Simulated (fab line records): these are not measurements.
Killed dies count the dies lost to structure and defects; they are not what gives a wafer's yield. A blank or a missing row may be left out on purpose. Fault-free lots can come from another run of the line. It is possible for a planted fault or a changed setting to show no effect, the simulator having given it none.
fab line records ; flow n5_finfet
record: lots: 5; wafers: 14; last_day: 19
route steps=1938 shown BEOL_M3@962 BEOL_M4@1111 PASSIVATION@1936
lots that met no fault: from a run of the same line without faults
start_h: hours from the record's first day to the start of the lot's first wafer shown ; wait_h: how many hours have passed since the lot's step before this one ; " as in the row above ; L1.1+2: several wafers, shown together as one row ; - no value, or no start was given ; * or withheld: withheld ; < > ~ a bound
route shown NAME@n: NAME is a module with steps in the file, n the number in the route of the first one ; usual: mean/standard deviation of fault-free wafers ; same: alike in all rows ; chamber/n: place in a boat ; sites: readings site by site ; _std_site: standard deviation across them ; _edge_site: inner sites' mean taken away from outer sites' mean ; radius_mm: for every site, how far away it sits from the centre of the wafer ; mask NAME#n: copy n ; behind: the most recent tool/chamber to have shaped the wafer ; hold: why the lot went on hold/how many hours it stayed there/how the hold came to an end ; device: names the non-switching transistor (n, p or np) ; end of line: at the end of the route, the tests of the same wafers ; a step given without rows: its recipe and nothing more ; killed: dies lost to structure and defects at the first sort, not the wafer's yield ; map: dies across one wafer; x = killed, . = not, _ = none there
set.NAME: the setting as run; set.NAME@STEP: as run at that earlier step ; model.NAME: the simulator's own value behind a step, which no gauge read
lots at some steps of the route; a table a step, a row a wafer
services: from which hour (start_h, from the record's first day; less than 0 if before it) a tool's chamber was out of use, for how many hours, and why
== steps ==
step: N5_BEOL_M3_SOFTBAKE_23
recipe: temp_c: 110; time_s: 60; resist: CAR-EUV
step: N5_BEOL_M3_EXPOSE_25
recipe: mask_id: V2; na: 0.33; source_shape: quasar; sigma_inner: 0.2; sigma_outer: 0.8; polarization: unpolarized; defocus_nm: 5; dose_mj: 63
step: N5_BEOL_M3_PEB_26
recipe: peb_temp_c: 100; peb_time_s: 60; resist: CAR-EUV
step: N5_BEOL_M3_DEVELOP_27
recipe: develop_time_s: 30; developer: TMAH; resist: CAR-EUV; rinse_liquid: surfactant_rinse; dry: air_spin; dev_temp_c: 23
step: N5_BEOL_M3_CD_MEAS_28
recipe: target_cd_nm: 25.7; landing_energy_ev: 500; detector: se_inlens; target_cd_y_nm: 23.3; polarity: opening
usual: cd_nm: 25.67/0.24
lot.wafer;tool;chamber;start_h;wait_h;cd_nm
L671.2;cd_sem-02;0;146.07;-;25.65
L671.5;cd_sem-02;0;146.07;-;25.90
L682.1;cd_sem-01;0;202.95;-;25.70
L682.3;cd_sem-01;0;202.95;-;25.65
L682.6;cd_sem-01;0;202.95;-;26.20
L689.3;cd_sem-03;0;250.52;-;25.85
L689.4;cd_sem-03;0;250.52;-;25.60
L689.5;cd_sem-03;0;250.52;-;25.72
L694.2;cd_sem-01;0;304.26;-;25.87
L694.4;cd_sem-01;0;304.26;-;25.85
L694.5;cd_sem-01;0;304.26;-;25.95
L692.1;cd_sem-02;0;316.79;-;25.51
L692.4;cd_sem-02;0;316.79;-;25.73
L692.5;cd_sem-02;0;316.79;-;25.49
step: N5_BEOL_M3_OVL_MEAS_29
recipe: points_per_wafer: 522
usual: V2_OVL: 0.3/0.82
lot.wafer;tool;chamber;start_h;wait_h;V2_OVL[nm]
L671.2;overlay-01;0;146.11;0.0;0.4
L671.5;overlay-01;0;146.11;0.0;-0.5
L682.1;overlay-02;0;202.98;0.0;-0.8
L682.3;overlay-02;0;202.98;0.0;0.4
L682.6;overlay-02;0;202.98;0.0;1.3
L689.3;overlay-02;0;250.56;0.0;1.4
L689.4;overlay-02;0;250.56;0.0;-0.5
L689.5;overlay-02;0;250.56;0.0;1.7
L694.2;overlay-01;0;304.29;0.0;0.6
L694.4;overlay-01;0;304.29;0.0;0.5
L694.5;overlay-01;0;304.29;0.0;0.4
L692.1;overlay-01;0;316.82;0.0;1.6
L692.4;overlay-01;0;316.82;0.0;0.0
L692.5;overlay-01;0;316.82;0.0;0.4
step: N5_BEOL_M3_INSPECT_30
recipe: mode: adi; inspect_instrument: brightfield
usual: raw_defect_count: 401/110
lot.wafer;tool;chamber;start_h;wait_h;raw_defect_count
L671.2;defect_inspect-01;-;146.16;0.0;325
L671.5;defect_inspect-01;-;146.16;0.0;335
L682.1;defect_inspect-01;-;203.04;0.1;361
L682.3;defect_inspect-01;-;203.04;0.1;308
L682.6;defect_inspect-01;-;203.04;0.1;440
L689.3;defect_inspect-02;-;250.61;0.0;365
L689.4;defect_inspect-02;-;250.61;0.0;411
L689.5;defect_inspect-02;-;250.61;0.0;422
L694.2;defect_inspect-02;-;304.34;0.0;335
L694.4;defect_inspect-02;-;304.34;0.0;323
L694.5;defect_inspect-02;-;304.34;0.0;243
L692.1;defect_inspect-01;-;316.88;0.1;281
L692.4;defect_inspect-01;-;316.88;0.1;337
L692.5;defect_inspect-01;-;316.88;0.1;427
step: N5_BEOL_M3_DESCUM_33
recipe: chemistry: O2; time_s: 7; source_power_w: 50; bias_power_w: 20; pressure_mtorr: 20; rf_frequency_hz: 2.712e+07; temp_c: 40; resist: CAR-EUV; o2_flow_sccm: 225
usual: drypump_motor_current_A: 5.5/0.49; oes_product_au: 0.78/0.078; rf_vpp_V: 243.5/1; showerhead_plenum_p_Torr: 2.11/0.052; throttle_valve_pct: 20.47/0.19
lot.wafer;tool;chamber;start_h;wait_h;drypump_motor_current_A;oes_product_au;rf_hours_counter_h;rf_vpp_V;showerhead_plenum_p_Torr;throttle_valve_pct
L671.2;rie_diel-06;1;146.20;0.0;5.5;0.75;164;244.3;2.18;20.65
L671.5;rie_diel-06;0;146.20;0.0;4.9;0.70;-;243.3;2.06;20.12
L682.1;rie_diel-04;3;203.08;0.0;5.3;0.84;58;243.1;2.15;20.52
L682.3;rie_diel-04;2;203.08;0.0;4.9;0.84;78;242.2;2.03;20.54
L682.6;rie_diel-04;1;203.08;0.0;6.1;0.73;-;244.3;2.19;20.44
L689.3;rie_diel-06;2;250.64;0.0;5.8;0.73;183;243.3;2.10;20.86
L689.4;rie_diel-06;1;250.64;0.0;5.5;0.73;-;244.2;2.17;20.69
L689.5;rie_diel-06;3;250.64;0.0;6.3;0.90;-;242.6;2.04;20.25
L694.2;rie_diel-04;2;304.38;0.0;4.9;0.81;111;240.7;2.02;20.58
L694.4;rie_diel-04;1;304.38;0.0;6.1;0.73;205;243.6;2.18;20.49
L694.5;rie_diel-04;1;304.38;0.0;6.1;0.72;-;244.3;2.18;20.50
L692.1;rie_diel-02;3;316.91;0.0;5.0;0.72;208;242.9;2.17;20.36
L692.4;rie_diel-02;1;316.91;0.0;5.7;0.75;181;243.2;2.08;20.41
L692.5;rie_diel-02;3;316.91;0.0;5.0;0.72;-;244.4;2.17;20.36
step: N5_BEOL_M3_ETCH_77
recipe: chemistry: N2/H2; target: underlayer; target_depth_a: 65; mask_material: CAR-EUV; time_s: 5.2; ion_energy_ev: 200; pressure_mtorr: 30; source_w: 840; bias_w: 150; n2_flow_sccm: 200; h2_flow_sccm: 200; ends: cleared
usual: drypump_motor_current_A: 5.5/0.5; etch_rf_on_time_s: 5.22/0.12; oes_product_au: 0.66/0.067; rf_vpp_V: 524.4/2; showerhead_plenum_p_Torr: 2.56/0.06; throttle_valve_pct: 17.93/0.19
lot.wafer;tool;chamber;start_h;wait_h;drypump_motor_current_A;etch_rf_on_time_s;oes_product_au;rf_hours_counter_h;rf_vpp_V;showerhead_plenum_p_Torr;throttle_valve_pct
L671.2;rie_diel-06;1;146.23;0.0;5.5;5.11;0.65;164;525.4;2.64;18.06
L671.5;rie_diel-06;0;146.23;0.0;4.9;5.29;0.59;-;524.5;2.52;17.66
L682.1;rie_diel-04;3;203.11;0.0;5.3;5.21;0.70;58;524.7;2.58;17.76
L682.3;rie_diel-04;2;203.11;0.0;5.0;5.17;0.71;78;522.5;2.45;17.91
L682.6;rie_diel-04;1;203.11;0.0;6.1;5.21;0.64;-;528.0;2.64;17.88
L689.3;rie_diel-06;2;250.68;0.0;5.8;5.24;0.63;183;523.7;2.52;18.23
L689.4;rie_diel-06;1;250.68;0.0;5.5;5.15;0.63;-;525.4;2.63;18.10
L689.5;rie_diel-06;3;250.68;0.0;6.3;5.03;0.75;-;520.6;2.51;17.84
L694.2;rie_diel-04;2;304.41;0.0;5.0;5.11;0.70;111;521.4;2.44;17.95
L694.4;rie_diel-04;1;304.41;0.0;6.1;5.16;0.62;205;526.3;2.63;17.92
L694.5;rie_diel-04;1;304.41;0.0;6.2;5.16;0.63;-;527.1;2.63;17.93
L692.1;rie_diel-02;3;316.94;0.0;5.0;5.39;0.61;208;527.0;2.65;17.91
L692.4;rie_diel-02;1;316.94;0.0;5.7;5.26;0.65;181;524.3;2.54;17.98
L692.5;rie_diel-02;3;316.94;0.0;5.0;5.31;0.62;-;527.6;2.64;17.90
step: N5_BEOL_M3_ETCH_69
recipe: chemistry: CF4; target: SiARC; target_depth_a: 156; mask_material: CAR-EUV; time_s: 26; ion_energy_ev: 80; pressure_mtorr: 40; source_w: 545; bias_w: 36; Ar_flow_sccm: 100; cf4_flow_sccm: 100; ends: cleared
usual: drypump_motor_current_A: 5.5/0.5; etch_rf_on_time_s: 26.1/0.59; oes_product_au: 0.67/0.067; rf_vpp_V: 184.2/0.98; showerhead_plenum_p_Torr: 2.16/0.047; throttle_valve_pct: 15.64/0.17
lot.wafer;tool;chamber;start_h;wait_h;drypump_motor_current_A;etch_rf_on_time_s;oes_product_au;rf_hours_counter_h;rf_vpp_V;showerhead_plenum_p_Torr;throttle_valve_pct
L671.2;rie_diel-06;1;146.25;0.0;5.5;25.1;0.66;164;184.1;2.23;15.85
L671.5;rie_diel-06;0;146.25;0.0;4.9;26.1;0.59;-;185.5;2.13;15.48
L682.1;rie_diel-04;3;203.13;0.0;5.3;25.9;0.71;58;184.5;2.17;15.49
L682.3;rie_diel-04;2;203.13;0.0;4.9;25.9;0.72;78;183.6;2.09;15.75
L682.6;rie_diel-04;1;203.13;0.0;6.1;26.1;0.64;-;184.9;2.23;15.60
L689.3;rie_diel-06;2;250.69;0.0;5.8;26.4;0.62;183;184.4;2.13;15.90
L689.4;rie_diel-06;1;250.69;0.0;5.5;25.7;0.63;-;184.6;2.22;15.91
L689.5;rie_diel-06;3;250.69;0.0;6.2;25.5;0.76;-;183.8;2.09;15.34
L694.2;rie_diel-04;2;304.43;0.0;5.0;25.9;0.69;111;183.7;2.08;15.81
L694.4;rie_diel-04;1;304.43;0.0;6.1;25.7;0.63;205;184.5;2.21;15.64
L694.5;rie_diel-04;1;304.43;0.0;6.1;25.5;0.62;-;184.8;2.21;15.66
L692.1;rie_diel-02;3;316.96;0.0;5.0;26.8;0.60;208;183.8;2.21;15.53
L692.4;rie_diel-02;1;316.96;0.0;5.8;26.2;0.64;181;184.5;2.13;15.66
L692.5;rie_diel-02;3;316.96;0.0;5.0;26.5;0.61;-;184.6;2.21;15.53
step: N5_BEOL_M3_ALD_98
recipe: material: SiO2; target_thk_a: 25; temp_c: 100; ald_precursor_family: BDEAS; ald_co_reactant: O2-plasma; pulse_time_s: 1; co_reactant_pulse_time_s: 1; purge_time_s: 2; co_reactant_purge_time_s: 2; ald_cycles: 17; pressure_torr: 2
usual: heater_power_w: 79/7; precursor_pulse_height_rel: 1.001/0.019
lot.wafer;tool;chamber;start_h;wait_h;heater_power_w;precursor_pulse_height_rel
L671.2;ald_sin-03;3;146.50;0.2;72;1.013
L671.5;ald_sin-03;3;146.50;0.2;74;1.023
L682.1;ald_sin-04;3;203.88;0.7;67;0.987
L682.3;ald_sin-04;1;203.88;0.7;88;1.018
L682.6;ald_sin-04;3;203.88;0.7;65;0.965
L689.3;ald_sin-02;2;250.77;0.1;84;1.011
L689.4;ald_sin-02;1;250.77;0.1;84;1.005
L689.5;ald_sin-02;0;250.77;0.1;78;0.975
L694.2;ald_sin-02;1;304.60;0.1;86;1.049
L694.4;ald_sin-02;3;304.60;0.1;81;1.027
L694.5;ald_sin-02;0;304.60;0.1;77;1.000
L692.1;ald_sin-03;0;317.16;0.2;73;0.999
L692.4;ald_sin-03;0;317.16;0.2;71;1.012
L692.5;ald_sin-03;3;317.16;0.2;72;1.009
step: N5_BEOL_M3_ETCHBACK_99
recipe: chemistry: CHF3; target: SiO2; target_depth_a: 50; time_s: 10.4; source_w: 215; bias_w: 47; Ar_flow_sccm: 200; CHF3_flow_sccm: 12; ion_energy_ev: 100; pressure_mtorr: 30
usual: drypump_motor_current_A: 5.5/0.51; oes_product_au: 0.79/0.082; rf_vpp_V: 241/3.4; showerhead_plenum_p_Torr: 2.17/0.053; throttle_valve_pct: 17.09/0.14
lot.wafer;tool;chamber;start_h;wait_h;drypump_motor_current_A;oes_product_au;rf_hours_counter_h;rf_vpp_V;showerhead_plenum_p_Torr;throttle_valve_pct
L671.2;rie_diel-06;0;147.24;0.7;4.9;0.69;221;236;2.14;16.93
L671.5;rie_diel-06;2;147.24;0.7;5.8;0.76;-;243;2.14;17.28
L682.1;rie_diel-02;2;205.34;1.4;6.4;0.94;13;244;2.22;17.04
L682.3;rie_diel-02;3;205.34;1.4;4.9;0.74;175;243;2.25;17.00
L682.6;rie_diel-02;1;205.34;1.4;5.7;0.78;-;236;2.14;16.95
L689.3;rie_diel-02;1;260.56;9.7;5.7;0.76;165;239;2.13;16.96
L689.4;rie_diel-02;3;260.56;9.7;5.0;0.73;193;243;2.24;17.04
L689.5;rie_diel-02;0;260.56;9.7;5.3;0.69;-;239;2.11;17.28
L694.2;rie_diel-02;3;306.23;1.6;5.0;0.72;206;243;2.24;17.07
L694.4;rie_diel-02;2;306.23;1.6;6.4;0.87;45;242;2.21;17.11
L694.5;rie_diel-02;0;306.23;1.6;5.3;0.67;-;238;2.11;17.31
L692.1;rie_diel-02;1;318.68;1.5;5.7;0.75;181;239;2.12;16.99
L692.4;rie_diel-02;0;318.68;1.5;5.3;0.67;243;239;2.11;17.32
L692.5;rie_diel-02;3;318.68;1.5;5.0;0.72;-;244;2.24;17.06
step: N5_BEOL_M3_ETCH_70
recipe: chemistry: N2/H2; target: SOC; target_depth_a: 800; overetch_a: 160; mask_material: SiARC; temp_c: 40; time_s: 120; ion_energy_ev: 200; pressure_mtorr: 30; source_w: 840; bias_w: 150; n2_flow_sccm: 200; h2_flow_sccm: 200
usual: drypump_motor_current_A: 5.6/0.51; oes_product_au: 0.60/0.057; rf_vpp_V: 524.5/1.8; showerhead_plenum_p_Torr: 2.57/0.057; throttle_valve_pct: 17.88/0.19
lot.wafer;tool;chamber;start_h;wait_h;drypump_motor_current_A;oes_product_au;rf_hours_counter_h;rf_vpp_V;showerhead_plenum_p_Torr;throttle_valve_pct;model.SiARC_of_BEOL_M3_COAT_68.thk_nm
L671.2;rie_diel-06;0;147.28;0.0;4.9;0.53;221;522.9;2.52;17.61;6.4
L671.5;rie_diel-06;2;147.28;0.0;5.8;0.59;-;522.9;2.54;18.13;6.4
L682.1;rie_diel-02;2;205.37;0.0;6.4;0.71;13;524.9;2.60;17.69;6.4
L682.3;rie_diel-02;3;205.37;0.0;5.0;0.57;176;527.1;2.66;17.80;6.6
L682.6;rie_diel-02;1;205.37;0.0;5.8;0.60;-;523.1;2.55;17.88;8.6
L689.3;rie_diel-02;1;260.60;0.0;5.7;0.59;165;524.3;2.55;17.93;6.6
L689.4;rie_diel-02;3;260.60;0.0;5.0;0.57;193;526.4;2.65;17.82;6.6
L689.5;rie_diel-02;0;260.60;0.0;5.3;0.53;-;523.4;2.51;18.26;6.8
L694.2;rie_diel-02;3;306.26;0.0;5.0;0.56;206;526.8;2.65;17.85;6.4
L694.4;rie_diel-02;2;306.26;0.0;6.4;0.67;45;524.8;2.59;17.73;6.2
L694.5;rie_diel-02;0;306.26;0.0;5.3;0.53;-;523.1;2.51;18.27;6.8
L692.1;rie_diel-02;1;318.72;0.0;5.7;0.57;181;522.6;2.54;17.94;6.4
L692.4;rie_diel-02;0;318.72;0.0;5.3;0.52;243;523.3;2.51;18.28;6.6
L692.5;rie_diel-02;3;318.72;0.0;5.0;0.56;-;524.7;2.65;17.86;6.4
step: N5_BEOL_M3_STRIP_71
recipe: chemistry: N2/H2; temp_c: 40; n2_flow_sccm: 200; h2_flow_sccm: 200; rf_frequency_hz: 6e+07
step: N5_BEOL_M4_RC_MEAS_101
usual: DIBL_N: 36.3/2.2; DIBL_P: 36.0/2.4; IOFF_N: 0.16/0.042; IOFF_P: 0.22/0.041; ION_N: 672/14; ION_P: 462/7.9; SS_N: 71.7/0.76; SS_P: 73.3/0.72; VT_N: 250/3.6; VT_P: -249/3
lot.wafer;tool;chamber;start_h;wait_h;DIBL_N[mV/V];DIBL_P[mV/V];IOFF_N[nA/um];IOFF_P[nA/um];ION_N[uA/um];ION_P[uA/um];SS_N[mV/dec];SS_P[mV/dec];VT_N[mV];VT_P[mV]
L671.2;prober-02;0;167.54;0.2;33.5;32.9;0.13;0.16;664;457;71.2;72.7;251;-252
L671.5;prober-02;0;167.54;0.2;33.1;32.7;0.11;0.16;658;458;71.1;72.8;254;-255
L682.1;prober-01;0;219.96;0.0;37.7;35.5;0.15;0.23;667;467;71.8;73.7;254;-249
L682.3;prober-01;0;219.96;0.0;35.2;32.9;0.12;0.18;659;454;70.6;72.1;254;-253
L682.6;prober-01;0;219.96;0.0;36.2;34.2;0.13;0.19;652;453;71.6;73.0;254;-250
L689.3;prober-01;0;295.20;0.3;39.2;38.1;0.21;0.26;705;475;71.9;73.8;248;-247
L689.4;prober-01;0;295.20;0.3;36.5;35.3;0.15;0.21;671;467;71.1;73.7;252;-252
L689.5;prober-01;0;295.20;0.3;35.1;33.1;0.13;0.19;669;463;71.2;73.0;250;-251
L694.2;prober-02;0;334.07;0.2;37.4;38.5;0.18;0.21;685;464;71.3;73.4;246;-250
L694.4;prober-02;0;334.07;0.2;40.0;41.9;0.24;0.28;691;470;72.4;74.4;244;-251
L694.5;prober-02;0;334.07;0.2;38.7;40.5;0.21;0.24;692;465;71.8;73.6;245;-249
L692.1;prober-01;0;342.31;0.4;36.2;37.5;0.17;0.22;681;462;71.8;72.8;251;-248
L692.4;prober-01;0;342.31;0.4;35.7;36.7;0.17;0.21;677;462;71.1;73.6;250;-250
L692.5;prober-01;0;342.31;0.4;36.9;38.0;0.19;0.23;686;466;72.3;73.8;249;-248
step: N5_PASSIVATION_PROBE_49
usual: defect_limited_yield: 91.3/1.7; killed_at_M0_to_M3: 33/9.9; killed_at_M4_up: 14/6.4; killed_at_contacts: 12/7; killed_at_front_end: 41/13; killed_at_other: 3.1/2.9; killed_dies: 103/20; killed_open: 67/14; killed_short: 34/9.4; sort_bin_5_function: 5.1/1.1; sort_bin_6_memory: 3.2/0.79; sort_n_pass: 1077/21; sort_yield_pct: 91.2/1.7
same: gross_dies: 1180; killed_at_back_side: 0; sort_bin_4_leakage[%]: 0; sort_bin_8_speed[%]: 0
lot.wafer;tool;chamber;start_h;wait_h;defect_limited_yield[%];killed_at_M0_to_M3;killed_at_M4_up;killed_at_contacts;killed_at_front_end;killed_at_other;killed_dies;killed_open;killed_short;sort_bin_5_function[%];sort_bin_6_memory[%];sort_n_pass;sort_yield_pct[%]
L671.2;prober-02;-;265.61;0.1;90.2;46;12;22;31;5;116;82;31;5.8;3.6;1064;90.2
L671.5;prober-02;-;265.76;0.2;92.8;35;11;21;15;3;85;55;28;4.9;2.2;1095;92.8
L682.6;prober-02;-;317.61;0.3;89.6;33;17;13;60;0;123;63;42;6.1;3.1;1057;89.6
L689.3;prober-01;-;402.55;0.1;94.1;31;4;12;16;7;70;48;19;2.7;3.0;1110;94.1
L689.4;prober-01;-;402.60;0.2;92.1;33;8;14;35;3;93;66;25;4.2;3.4;1087;92.1
L689.5;prober-01;-;402.65;0.2;92.6;26;8;12;32;9;87;52;31;4.4;3.0;1093;92.6
killed by level:class
L671.2 MOL_CONTACT_COAG:geometric_particle:open=17 BEOL_M3:geometric_particle:open=14 BEOL_M0_SAQP:geometric_particle:short=8 BEOL_M1:geometric_particle:open=6 STI_FIN_REVEAL:geometric_particle:open=5 GATE_CUT:geometric_particle:open=5 MOL_CONTACT_COAG:geometric_particle:short=5 BEOL_M0_SAQP:geometric_particle:open=5
L671.5 MOL_CONTACT_COAG:geometric_particle:open=15 BEOL_M3:geometric_particle:open=14 MOL_CONTACT_COAG:geometric_particle:short=6 BEOL_M0_SAQP:geometric_particle:short=6 BEOL_M0_SAQP:geometric_particle:open=5 BEOL_M1:geometric_particle:open=4 BEOL_M8:geometric_particle:open=3 STARTING-WAFER:geometric_particle:short=3
L682.6 FIN_SAQP:geometric_particle:short=16 FIN_SAQP:geometric_particle:open=12 BEOL_M4:geometric_particle:open=11 MOL_CONTACT_COAG:geometric_particle:open=10 BEOL_M2:geometric_particle:open=10 HKMG_FIN:area_etch=10 BEOL_M3:area_etch=8 STI_FIN_REVEAL:geometric_particle:open=6
L689.3 MOL_CONTACT_COAG:geometric_particle:open=12 DUMMY_GATE:geometric_particle:open=6 BEOL_M3:geometric_particle:open=6 BEOL_M2:geometric_particle:open=5 BEOL_M1:geometric_particle:short=4 MIM_TOP_ETCH:geometric_particle:short=4 MIM_TOP_ETCH:geometric_particle:open=3 BEOL_M0:geometric_particle:open=3
L689.4 BEOL_M3:geometric_particle:open=11 MOL_CONTACT_COAG:geometric_particle:open=11 STARTING-WAFER:geometric_particle:open=7 DUMMY_GATE:geometric_particle:open=5 BEOL_M0:geometric_particle:open=5 FIN_CUT:geometric_particle:open=4 STI_FIN_REVEAL:geometric_particle:open=3 GATE_CUT:geometric_particle:open=3
L689.5 BEOL_M3:geometric_particle:open=13 MOL_CONTACT_COAG:geometric_particle:open=11 STI_FIN_REVEAL:geometric_particle:open=8 STARTING-WAFER:geometric_particle:short=6 GATE_CUT:geometric_particle:short=5 BEOL_M2:geometric_particle:open=4 MIM_TOP_ETCH:geometric_particle:short=3 STARTING-WAFER:geometric_particle:open=3
== services ==
tool;chamber;start_h;hours;kind
rie_diel-02;2;131.19;-;clean
rie_diel-02;2;131.19;-;consumable_replace:focus_ring
rie_diel-02;2;131.19;24.2;scheduled_down
rie_diel-02;2;131.19;24.2;vent_cycle
rie_diel-04;3;133.61;22.5;repair
rie_diel-06;2;136.40;2.6;repair
ald_sin-02;0;138.03;2.0;repair
rie_diel-06;3;139.23;-;clean
rie_diel-06;3;139.23;-;consumable_replace:focus_ring
rie_diel-06;3;139.23;27.9;scheduled_down
ald_sin-03;-;176.75;14.0;pm
rie_diel-06;-;177.84;0.6;repair
rie_diel-04;0;185.19;4.0;repair
ald_sin-04;2;212.32;4.2;repair
ald_sin-02;2;224.19;2.0;repair
ald_sin-02;3;225.22;17.1;repair
rie_diel-06;3;235.37;2.3;repair
ald_sin-04;0;261.16;5.3;repair
ald_sin-03;-;274.20;1.3;repair
rie_diel-06;1;295.74;3.9;repair
ald_sin-03;3;303.65;10.1;repair
rie_diel-06;1;303.97;8.4;repair
ald_sin-04;-;306.77;2.6;repair
ald_sin-03;1;315.05;4.1;repair
== key ==
first_sign none at tools or gauges
model_effect: step: N5_BEOL_M3_ETCH_70; value: SiARC_of_BEOL_M3_COAT_68.thk_nm; without: 6.6; struck: 8.6
met_at N5_BEOL_M3_ETCH_70
struck_wafers L682.6
baseline_loss: step: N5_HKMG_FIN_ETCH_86; wafers: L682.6
fault: kind: process_parameter_drift; tool: rie_diel-02; chamber: -; onset_h: 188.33; steps: N5_BEOL_M3_ETCH_70; channel: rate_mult; offset: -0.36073; shape: step; end_h: 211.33; scope: struck_wafers_only
baseline_loss: these wafers lose ten dies or more at that step, a loss of the line's own and not of a fault; the sort's usual values leave them out
